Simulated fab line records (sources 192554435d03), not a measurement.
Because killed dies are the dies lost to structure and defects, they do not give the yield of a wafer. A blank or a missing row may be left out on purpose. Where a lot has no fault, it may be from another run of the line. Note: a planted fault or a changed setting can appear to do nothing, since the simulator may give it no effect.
Chamber matching	flow n5Finfet	aldSin-04 running N5_SD_EPI_N_LINER_46: 4 sister chambers
The step material SiNx, target thk 3 nm. 18 wafers are shown with their chamber, then 9 later ones without.

WAFERS, EACH WITH ITS CHAMBER
wafer	chamber	heaterPowerW (W)
L074.4	3	812
L074.5	1	818
L074.6	2	774
L081.3	1	807
L081.4	3	820
L081.5	1	825
L084.4	1	808
L084.5	2	778
L084.6	1	807
L086.1	1	799
L086.2	0	684
L086.6	3	833
L087.1	3	812
L087.2	0	680
L087.3	1	824
L088.1	2	768
L088.4	0	681
L088.5	3	816

SIGNATURES (averages over the wafers above)
reading	chamber 0	chamber 1	chamber 2	chamber 3	scatter within a chamber
heaterPowerW	681.67	812.57	773.33	818.60	8.21
Rule: for a wafer and a chamber, the distance is found by dividing, reading by reading, the gap between the wafer's reading and the chamber's mean by the reading's scatter, squaring, summing and taking the root. If the next closest chamber is less than 2 further off than the closest, the wafer can't be placed; otherwise it belongs to the closest. The scatter is the square root of a quotient: the sum, over the shown wafers, of each reading's squared deviation from its chamber's mean, divided by wafers minus chambers.

WAFERS WHOSE CHAMBER IS MISSING
wafer	heaterPowerW (W)
L091.1	799
L091.2	707
L091.6	698
L094.1	830
L094.4	820
L094.6	794
L095.1	794
L095.4	815
L095.5	821

EACH ONE'S CHAMBER
wafer	from the rows above	in truth
L091.1	can't be placed: 1 or 3 or 2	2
L091.2	0	0
L091.6	0	0
L094.1	can't be placed: 3 or 1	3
L094.4	can't be placed: 3 or 1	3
L094.6	can't be placed: 1 or 2 or 3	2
L095.1	can't be placed: 1 or 2 or 3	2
L095.4	can't be placed: 1 or 3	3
L095.5	can't be placed: 3 or 1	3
Correctly placed: 2 of 9. Unplaceable from these rows: 7, with the true chamber sitting among the candidates in 7. Placed wrongly: 0.
